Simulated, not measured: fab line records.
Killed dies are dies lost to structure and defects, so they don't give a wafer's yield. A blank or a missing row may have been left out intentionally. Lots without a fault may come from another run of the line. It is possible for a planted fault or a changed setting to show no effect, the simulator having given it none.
fab line records ; flow n5Finfet
[record] lots = 7; wafers = 21
route steps=1938 shown BEOL_M0_SAQP@680 BEOL_M0_CUTY@701 BEOL_M1@761 BEOL_M4@1059
startH: hours from the record's first day to the start of the lot's first wafer shown ; waitH: how many hours have passed since the lot's step before this one ; " as in the row above ; L1.1+2: one row covering several wafers at once ; - no value present, or no start provided ; * or withheld: withheld ; < > ~ a bound
route shown NAME@n: NAME is a module with steps in the file, n the number in the route of the first one ; usual: the fault-free wafers' mean and standard deviation ; same: alike in all rows ; chamber/n: place in a boat ; sites: per-site readings ; _std_site: the standard deviation of these ; _edge_site: inner sites' mean taken away from outer sites' mean ; radiusMm: how far each site lies from the wafer's centre ; mask NAME#n: copy n ; behind: the last tool/chamber to shape the wafer ; hold: why the lot went on hold/how many hours it stayed there/how the hold came to an end ; device: names the non-switching transistor (n, p or np) ; end of line: at the end of the route, the tests of the same wafers ; step lacking rows: just its recipe ; killed: not the wafer's yield, but the dies lost to structure and defects at the first sort ; map: dies across one wafer; x = killed, . = not, _ = none there
set.NAME: the setting that was run; set.NAME@STEP: the one run at that earlier step ; model.NAME: the simulator's own value behind a step, which no gauge read
lots where settings were altered on purpose, with a table for each step and a row for each wafer
[[steps]]
[step N5_BEOL_M0_SAQP_COAT_69]
[recipe] resist = SOC; tempC = 250; timeS = 60; spinRpm = 1500; resistThkNm = 90
lot.wafer;tool;chamber;startH;waitH;set.spinRpm;model.SOC_of_BEOL_M0_SAQP_COAT_69.thkNm
L075.3;lithoTrack-04;0;117.37;0.0;1550;88.4
L075.4;lithoTrack-04;0;117.37;0.0;1550;88.2
L075.5;lithoTrack-04;0;117.37;0.0;1500;90.2
L076.1+6;lithoTrack-03;0;122.02;0.0;1500;90
L076.4;lithoTrack-03;0;122.02;0.0;1500;89.8
L077.2;lithoTrack-04;0;127.80;0.0;1500;89.6
L077.3+6;lithoTrack-04;0;127.80;0.0;1500;89.8
L078.1;lithoTrack-05;0;139.06;0.0;1500;90
L078.3+5;lithoTrack-05;0;139.06;0.0;1500;89.8
L082.1+5;lithoTrack-04;0;157.59;0.0;1500;89.8
L082.3;lithoTrack-04;0;157.59;0.0;1500;89.6
L089.2;lithoTrack-05;0;202.26;0.0;1500;89.6
L089.4;lithoTrack-05;0;202.26;0.0;1438;91.8
L089.6;lithoTrack-05;0;202.26;0.0;1500;90.2
L090.2;lithoTrack-04;0;208.40;0.0;1668;85
L090.5;lithoTrack-04;0;208.40;0.0;1500;89.4
L090.6;lithoTrack-04;0;208.40;0.0;1500;89.6
[step N5_BEOL_M0_SAQP_COAT_72]
[recipe] resist = SiARC; tempC = 220; timeS = 60; spinRpm = 1500; resistThkNm = 15
[step N5_BEOL_M0_SAQP_COAT_87]
[recipe] resist = underlayer; tempC = 205; timeS = 60; spinRpm = 1500; resistThkNm = 5
[step N5_BEOL_M0_SAQP_STRIP_89]
[recipe] chemistry = N2/H2; tempC = 40; n2FlowSccm = 200; h2FlowSccm = 200; rfFrequencyHz = 6e+07
[step N5_BEOL_M0_SAQP_ALD_48]
[recipe] material = SiO2; targetThkA = 200; tempC = 100; aldPrecursorFamily = BDEAS; aldCoReactant = O2-plasma; pulseTimeS = 1; coReactantPulseTimeS = 1; purgeTimeS = 2; coReactantPurgeTimeS = 2; aldCycles = 139; pressureTorr = 2
[step N5_BEOL_M0_SAQP_ETCH_49]
[recipe] chemistry = CF4/O2; targetDepthA = 370; target = SiO2; pressureMtorr = 40; sourceW = 535; biasW = 49; Ar_flow_sccm = 100; cf4FlowSccm = 100; O2_flow_sccm = 10; ionEnergyEv = 100
lot.wafer;tool;chamber;startH;waitH;set.spinRpm@BEOL_M0_SAQP_COAT_69;model.SOC_of_BEOL_M0_SAQP_COAT_69.thkNm
L075.3;rieDiel-02;2;118.93;0.3;1550;69.4
L075.4;rieDiel-02;1;118.93;0.3;1550;69
L075.5;rieDiel-02;0;118.93;0.3;1500;71.2
L076.1+6;rieDiel-06;1;123.65;0.3;1500;70.6
L076.4;rieDiel-06;0;123.65;0.3;1500;70.8
L077.2;rieDiel-06;2;129.45;0.3;1500;70.4
L077.3+6;rieDiel-06;1;129.45;0.3;1500;70.6
L078.1+5;rieDiel-02;1,0;141.10;0.3;1500;70.6
L078.3;rieDiel-02;2;141.10;0.3;1500;70.8
L082.1;rieDiel-06;0;159.78;0.3;1500;71
L082.3;rieDiel-06;1;159.78;0.3;1500;70.4
L082.5;rieDiel-06;0;159.78;0.3;1500;70.6
L089.2;rieDiel-02;1;203.65;0.3;1500;70.6
L089.4;rieDiel-02;0;203.65;0.3;1438;72.8
L089.6;rieDiel-02;3;203.65;0.3;1500;71.4
L090.2;rieDiel-02;2;209.60;0.3;1668;66
L090.5;rieDiel-02;1;209.60;0.3;1500;70.2
L090.6;rieDiel-02;2;209.60;0.3;1500;70.6
[step N5_BEOL_M0_SAQP_STRIP_75]
[recipe] chemistry = CF4; resist = SiARC; powerW = 300; biasPowerW = 75; pressureMtorr = 50; cf4FlowSccm = 150; rfFrequencyHz = 6e+07
[step N5_BEOL_M0_CUTY_COAT_50]
[recipe] resist = SiARC; tempC = 220; timeS = 60; spinRpm = 1500; resistThkNm = 15
[step N5_BEOL_M0_CUTY_DESCUM_61]
[recipe] chemistry = O2; timeS = 7.9; sourcePowerW = 50; biasPowerW = 20; pressureMtorr = 20; rfFrequencyHz = 2.712e+07; tempC = 40; resist = CAR-ArF-block; o2FlowSccm = 225
[step N5_BEOL_M0_CUTY_ETCH_62]
[recipe] chemistry = CF4; target = SiARC; maskMaterial = CAR-ArF-block; timeS = 58.5; ionEnergyEv = 80; pressureMtorr = 40; sourceW = 545; biasW = 36; Ar_flow_sccm = 100; cf4FlowSccm = 100; ends = cleared
[step N5_BEOL_M0_CUTY_ETCH_63]
[recipe] chemistry = N2/H2; target = SOC; targetDepthA = 827; overetchA = 165; maskMaterial = SiARC; tempC = 40; ionEnergyEv = 200; timeS = 124; pressureMtorr = 30; sourceW = 840; biasW = 150; n2FlowSccm = 200; h2FlowSccm = 200
lot.wafer;tool;chamber;startH;waitH;set.spinRpm@BEOL_M0_SAQP_COAT_69;model.etch.depthNm
L075.3;rieDiel-04;2;119.59;0.0;1550;69.38
L075.4;rieDiel-04;1;119.59;0.0;1550;69.06
L075.5;rieDiel-04;3;119.59;0.0;1500;71.19
L076.1;rieDiel-03;0;124.31;0.0;1500;70.7
L076.4;rieDiel-03;1;124.31;0.0;1500;70.8
L076.6;rieDiel-03;1;124.31;0.0;1500;70.54
L077.2;rieDiel-05;2;130.67;0.0;1500;70.44
L077.3;rieDiel-05;0;130.67;0.0;1500;70.69
L077.6;rieDiel-05;2;130.67;0.0;1500;70.54
L078.1;rieDiel-04;2;141.76;0.0;1500;70.65
L078.3;rieDiel-04;1;141.76;0.0;1500;70.86
L078.5;rieDiel-04;3;141.76;0.0;1500;70.69
L082.1;rieDiel-04;3;160.32;0.0;1500;70.93
L082.3;rieDiel-04;2;160.32;0.0;1500;70.37
L082.5;rieDiel-04;2;160.32;0.0;1500;70.68
L089.2;rieDiel-03;1;204.31;0.0;1500;70.56
L089.4;rieDiel-03;2;204.31;0.0;1438;72.75
L089.6;rieDiel-03;1;204.31;0.0;1500;71.32
L090.2;rieDiel-05;1;210.18;0.0;1668;66.05
L090.5;rieDiel-05;3;210.18;0.0;1500;70.21
L090.6;rieDiel-05;2;210.18;0.0;1500;70.68
[step N5_BEOL_M1_EXPOSE_08]
[recipe] maskId = M1; na = 0.33; sourceShape = dipole; sigmaInner = 0.369; sigmaOuter = 0.767; polarization = unpolarized; doseMj = 33
lot.wafer;tool;chamber;startH;waitH;mask;set.doseMj
L075.3;euvScanner-01;0;126.72;-;M1#0;34.08
L075.4+5;euvScanner-01;0;126.72;-;M1#0;33
L076.1+4+6;euvScanner-01;0;130.38;-;M1#0;33
L077.2+6;euvScanner-01;0;141.90;-;M1#0;33.69
L077.3;euvScanner-01;0;141.90;-;M1#0;33
L078.1+3+5;euvScanner-01;0;146.21;-;M1#0;33
L082.1+3+5;euvScanner-02;0;172.05;-;M1#0;33
L089.2;euvScanner-02;0;213.48;-;M1#0;33
L089.4+6;euvScanner-02;0;213.48;-;M1#0;31.68
L090.2+5+6;euvScanner-01;0;219.62;-;M1#0;33
[step N5_BEOL_M1_PEB_09]
[recipe] pebTempC = 100; pebTimeS = 60; resist = CAR-EUV
[step N5_BEOL_M1_DEVELOP_10]
[recipe] developTimeS = 30; developer = TMAH; resist = CAR-EUV; rinseLiquid = surfactantRinse; dry = airSpin; devTempC = 23
[step N5_BEOL_M1_CD_MEAS_11]
[recipe] targetCdNm = 17.05; landingEnergyEv = 500; detector = seInlens; polarity = opening
[usual] cdNm = 17.15/0.25
lot.wafer;tool;chamber;startH;waitH;set.doseMj@BEOL_M1_EXPOSE_08;cdNm
L075.3;cdSem-02;0;126.83;-;34.08;17.70
L075.4;cdSem-02;0;126.83;-;33;16.88
L075.5;cdSem-02;0;126.83;-;33;16.89
L076.1;cdSem-01;0;130.50;-;33;17.50
L076.4;cdSem-01;0;130.50;-;33;17.09
L076.6;cdSem-01;0;130.50;-;33;17.21
L077.2;cdSem-01;0;142.03;-;33.69;17.82
L077.3;cdSem-01;0;142.03;-;33;17.58
L077.6;cdSem-01;0;142.03;-;33.69;17.72
L078.1;cdSem-03;0;146.34;-;33;17.25
L078.3;cdSem-03;0;146.34;-;33;17.31
L078.5;cdSem-03;0;146.34;-;33;17.39
L082.1;cdSem-03;0;172.18;-;33;17.22
L082.3;cdSem-03;0;172.18;-;33;17.36
L082.5;cdSem-03;0;172.18;-;33;17.03
L089.2;cdSem-02;0;213.60;-;33;17.49
L089.4;cdSem-02;0;213.60;-;31.68;16.51
L089.6;cdSem-02;0;213.60;-;31.68;16.41
L090.2;cdSem-01;0;219.75;-;33;16.93
L090.5;cdSem-01;0;219.75;-;33;16.81
L090.6;cdSem-01;0;219.75;-;33;17.02
[step N5_BEOL_M1_DESCUM_16]
[recipe] chemistry = O2; timeS = 7; sourcePowerW = 50; biasPowerW = 20; pressureMtorr = 20; rfFrequencyHz = 2.712e+07; tempC = 40; resist = CAR-EUV; o2FlowSccm = 225
[step N5_BEOL_M1_ETCH_74]
[recipe] chemistry = N2/H2; target = underlayer; targetDepthA = 65; maskMaterial = CAR-EUV; timeS = 5.2; ionEnergyEv = 200; pressureMtorr = 30; sourceW = 840; biasW = 150; n2FlowSccm = 200; h2FlowSccm = 200; ends = cleared
lot.wafer;tool;chamber;startH;waitH;set.doseMj@BEOL_M1_EXPOSE_08;model.BEOL_M1.cdOffsetNm
L075.3;rieDiel-06;2;126.99;0.0;34.08;0.6
L075.4+5;rieDiel-06;3;126.99;0.0;33;0
L076.1;rieDiel-02;2;130.66;0.0;33;0.2
L076.4+6;rieDiel-02;3,1;130.66;0.0;33;0
L077.2;rieDiel-01;1;142.18;0.0;33.69;0.8
L077.3;rieDiel-01;3;142.18;0.0;33;0.2
L077.6;rieDiel-01;0;142.18;0.0;33.69;0.6
L078.1+5;rieDiel-01;2,3;146.49;0.0;33;0.4
L078.3;rieDiel-01;3;146.49;0.0;33;0.2
L082.1+3;rieDiel-06;1,2;173.13;0.0;33;0.4
L082.5;rieDiel-06;2;173.13;0.0;33;0.6
L089.2;rieDiel-06;2;213.76;0.0;33;0.2
L089.4+6;rieDiel-06;3,2;213.76;0.0;31.68;-0.6
L090.2+5;rieDiel-06;3,2;219.90;0.0;33;-0.2
L090.6;rieDiel-06;0;219.90;0.0;33;-0.4
[step N5_BEOL_M1_ETCH_63]
[recipe] chemistry = CF4; target = SiARC; targetDepthA = 156; maskMaterial = CAR-EUV; timeS = 26; ionEnergyEv = 80; pressureMtorr = 40; sourceW = 545; biasW = 36; Ar_flow_sccm = 100; cf4FlowSccm = 100; ends = cleared
lot.wafer;tool;chamber;startH;waitH;set.doseMj@BEOL_M1_EXPOSE_08;model.BEOL_M1.cdOffsetNm
L075.3;rieDiel-06;2;127.00;0.0;34.08;0.6
L075.4+5;rieDiel-06;3;127.00;0.0;33;0
L076.1+4;rieDiel-02;2,3;130.68;0.0;33;0.2
L076.6;rieDiel-02;1;130.68;0.0;33;0
L077.2;rieDiel-01;1;142.20;0.0;33.69;1
L077.3;rieDiel-01;3;142.20;0.0;33;0.2
L077.6;rieDiel-01;0;142.20;0.0;33.69;0.8
L078.1+3;rieDiel-01;2,3;146.51;0.0;33;0.2
L078.5;rieDiel-01;3;146.51;0.0;33;0.4
L082.1+3+5;rieDiel-06;1,2,2;173.14;0.0;33;0.4
L089.2;rieDiel-06;2;213.77;0.0;33;0.2
L089.4+6;rieDiel-06;3,2;213.77;0.0;31.68;-0.6
L090.2+5;rieDiel-06;3,2;219.92;0.0;33;-0.2
L090.6;rieDiel-06;0;219.92;0.0;33;-0.6
[step N5_BEOL_M1_ETCH_64]
[recipe] chemistry = N2/H2; target = SOC; targetDepthA = 750; overetchA = 150; maskMaterial = SiARC; tempC = 40; timeS = 112.5; ionEnergyEv = 200; pressureMtorr = 30; sourceW = 840; biasW = 150; n2FlowSccm = 200; h2FlowSccm = 200
[usual] rfVppV = 524.0/2.4
lot.wafer;tool;chamber;startH;waitH;set.biasW;rfVppV;model.SiARC_of_BEOL_M1_COAT_62.thkNm
L075.3;rieDiel-06;2;127.03;0.0;150;526.8;6.8
L075.4;rieDiel-06;3;127.03;0.0;150;525.6;6.6
L075.5;rieDiel-06;3;127.03;0.0;124.2;467.6;7.8
L076.1;rieDiel-02;2;130.71;0.0;150;525.7;7
L076.4;rieDiel-02;3;130.71;0.0;150;523.4;7.2
L076.6;rieDiel-02;1;130.71;0.0;150;521.5;7
L077.2;rieDiel-01;1;142.23;0.0;150;522.1;6.8
L077.3;rieDiel-01;3;142.23;0.0;162.1;554.1;6.4
L077.6;rieDiel-01;0;142.23;0.0;150;524.2;6.8
L078.1;rieDiel-01;2;146.54;0.0;134.2;488.3;7.6
L078.3;rieDiel-01;3;146.54;0.0;150;525.5;7
L078.5;rieDiel-01;3;146.54;0.0;150;528.5;7
L082.1;rieDiel-06;1;173.17;0.0;173.4;574.3;5.8
L082.3;rieDiel-06;2;173.17;0.0;150;527.6;6.8
L082.5;rieDiel-06;2;173.17;0.0;173.4;577.0;5.8
L089.2;rieDiel-06;2;213.80;0.0;150;527.3;6.8
L089.4;rieDiel-06;3;213.80;0.0;150;526.8;6.6
L089.6;rieDiel-06;2;213.80;0.0;175.8;582.1;5.8
L090.2;rieDiel-06;3;219.95;0.0;161.7;552.0;6
L090.5;rieDiel-06;2;219.95;0.0;161.7;552.1;6.2
L090.6;rieDiel-06;0;219.95;0.0;150;522.4;6.6
[step N5_BEOL_M4_DESCUM_33]
[recipe] chemistry = O2; timeS = 7; sourcePowerW = 50; biasPowerW = 20; pressureMtorr = 20; rfFrequencyHz = 2.712e+07; tempC = 40; resist = CAR-EUV; o2FlowSccm = 225
lot.wafer;tool;chamber;startH;waitH;set.timeS;model.CAR-EUV_of_BEOL_M4_COAT_22.thkNm
L075.3+5;rieDiel-04;0,2;158.18;0.0;7;26
L075.4;rieDiel-04;2;158.18;0.0;7;26.2
L076.1+4+6;rieDiel-04;2,1,1;173.21;0.0;7;26
L077.2;rieDiel-03;3;176.74;0.0;7;25.8
L077.3;rieDiel-03;0;176.74;0.0;7;26
L077.6;rieDiel-03;2;176.74;0.0;5.532;26.8
L078.1;rieDiel-03;3;183.23;0.0;8.387;25.2
L078.3;rieDiel-03;1;183.23;0.0;7;26
L078.5;rieDiel-03;2;183.23;0.0;8.387;25.4
L082.1+3;rieDiel-04;2,1;210.39;0.3;5.988;26.6
L082.5;rieDiel-04;1;210.39;0.3;7;26
L089.2+6;rieDiel-03;0;255.53;0.0;6.331;26.4
L089.4;rieDiel-03;3;255.53;0.0;7;26
L090.2;rieDiel-03;3;263.06;0.1;5.902;26.6
L090.5+6;rieDiel-03;0,1;263.06;0.1;5.902;26.8
[step N5_BEOL_M4_ETCH_77]
[recipe] chemistry = N2/H2; target = underlayer; targetDepthA = 65; maskMaterial = CAR-EUV; timeS = 5.2; ionEnergyEv = 200; pressureMtorr = 30; sourceW = 840; biasW = 150; n2FlowSccm = 200; h2FlowSccm = 200; ends = cleared
lot.wafer;tool;chamber;startH;waitH;set.timeS@BEOL_M4_DESCUM_33;model.CAR-EUV_of_BEOL_M4_COAT_22.thkNm
L075.3;rieDiel-04;0;158.22;0.0;7;20.2
L075.4+5;rieDiel-04;2;158.22;0.0;7;20.4
L076.1+4+6;rieDiel-04;2,1,1;173.24;0.0;7;20.2
L077.2;rieDiel-03;3;176.77;0.0;7;20
L077.3;rieDiel-03;0;176.77;0.0;7;20.4
L077.6;rieDiel-03;2;176.77;0.0;5.532;21
L078.1;rieDiel-03;3;183.26;0.0;8.387;19.4
L078.3;rieDiel-03;1;183.26;0.0;7;20.4
L078.5;rieDiel-03;2;183.26;0.0;8.387;19.8
L082.1;rieDiel-04;2;210.43;0.0;5.988;21
L082.3;rieDiel-04;1;210.43;0.0;5.988;20.8
L082.5;rieDiel-04;1;210.43;0.0;7;20.2
L089.2+6;rieDiel-03;0;255.56;0.0;6.331;20.6
L089.4;rieDiel-03;3;255.56;0.0;7;20.2
L090.2;rieDiel-03;3;263.10;0.0;5.902;20.8
L090.5+6;rieDiel-03;0,1;263.10;0.0;5.902;21
[step N5_BEOL_M4_ETCH_69]
[recipe] chemistry = CF4; target = SiARC; targetDepthA = 156; maskMaterial = CAR-EUV; timeS = 26; ionEnergyEv = 80; pressureMtorr = 40; sourceW = 545; biasW = 36; Ar_flow_sccm = 100; cf4FlowSccm = 100; ends = cleared
[step N5_BEOL_M4_ALD_98]
[recipe] material = SiO2; targetThkA = 25; tempC = 100; aldPrecursorFamily = BDEAS; aldCoReactant = O2-plasma; pulseTimeS = 1; coReactantPulseTimeS = 1; purgeTimeS = 2; coReactantPurgeTimeS = 2; aldCycles = 17; pressureTorr = 2
[step N5_BEOL_M4_ETCHBACK_99]
[recipe] chemistry = CHF3; target = SiO2; targetDepthA = 50; timeS = 10.4; sourceW = 215; biasW = 47; Ar_flow_sccm = 200; CHF3_flow_sccm = 12; ionEnergyEv = 100; pressureMtorr = 30
lot.wafer;tool;chamber;startH;waitH;set.timeS@BEOL_M4_DESCUM_33;model.CAR-EUV_of_BEOL_M4_COAT_22.thkNm
L075.3+4+5;rieDiel-04;2,3,3;171.79;13.4;7;10.4
L076.1+4+6;rieDiel-03;2,3,0;176.25;2.9;7;10.4
L077.2;rieDiel-03;3;177.16;0.2;7;10.2
L077.3;rieDiel-03;2;177.16;0.2;7;10.4
L077.6;rieDiel-03;1;177.16;0.2;5.532;11
L078.1;rieDiel-05;1;184.28;0.8;8.387;9.6
L078.3;rieDiel-05;2;184.28;0.8;7;10.4
L078.5;rieDiel-05;1;184.28;0.8;8.387;9.8
L082.1+3;rieDiel-04;2,3;215.26;4.5;5.988;11
L082.5;rieDiel-04;2;215.26;4.5;7;10.4
L089.2+6;rieDiel-05;0,1;257.95;2.0;6.331;10.8
L089.4;rieDiel-05;0;257.95;2.0;7;10.2
L090.2;rieDiel-05;3;264.92;1.7;5.902;11
L090.5+6;rieDiel-05;1,0;264.92;1.7;5.902;11.2
[[key]]
[split] step = N5_BEOL_M0_SAQP_COAT_69; setting = spinRpm; stated = 1500; by = wafer
[response] step = N5_BEOL_M0_SAQP_COAT_69; reading = model.SOC_of_BEOL_M0_SAQP_COAT_69.thkNm; change = -0.42; per = 1%; r = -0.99
[response] step = N5_BEOL_M0_SAQP_ETCH_49; reading = model.SOC_of_BEOL_M0_SAQP_COAT_69.thkNm; change = -0.413; per = 1%; r = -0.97
[response] step = N5_BEOL_M0_CUTY_ETCH_63; reading = model.etch.depthNm; change = -0.412; per = 1%; r = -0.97
[split] step = N5_BEOL_M1_EXPOSE_08; setting = doseMj; stated = 33; by = wafer
[response] step = N5_BEOL_M1_CD_MEAS_11; reading = cdNm; change = +0.232; per = 1%; r = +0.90
[response] step = N5_BEOL_M1_ETCH_74; reading = model.BEOL_M1.cdOffsetNm; change = +0.2; per = 1%; r = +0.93
[response] step = N5_BEOL_M1_ETCH_63; reading = model.BEOL_M1.cdOffsetNm; change = +0.213; per = 1%; r = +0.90
[split] step = N5_BEOL_M1_ETCH_64; setting = biasW; stated = 150; by = wafer
[response] step = N5_BEOL_M1_ETCH_64; reading = rfVppV; change = +3.35; per = 1%; r = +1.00
[response] step = N5_BEOL_M1_ETCH_64; reading = model.SiARC_of_BEOL_M1_COAT_62.thkNm; change = -0.0592; per = 1%; r = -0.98
[split] step = N5_BEOL_M4_DESCUM_33; setting = timeS; stated = 7; by = wafer
[response] step = N5_BEOL_M4_DESCUM_33; reading = model.CAR-EUV_of_BEOL_M4_COAT_22.thkNm; change = -0.0399; per = 1%; r = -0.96
[response] step = N5_BEOL_M4_ETCH_77; reading = model.CAR-EUV_of_BEOL_M4_COAT_22.thkNm; change = -0.0411; per = 1%; r = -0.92
[response] step = N5_BEOL_M4_ETCHBACK_99; reading = model.CAR-EUV_of_BEOL_M4_COAT_22.thkNm; change = -0.0379; per = 1%; r = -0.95
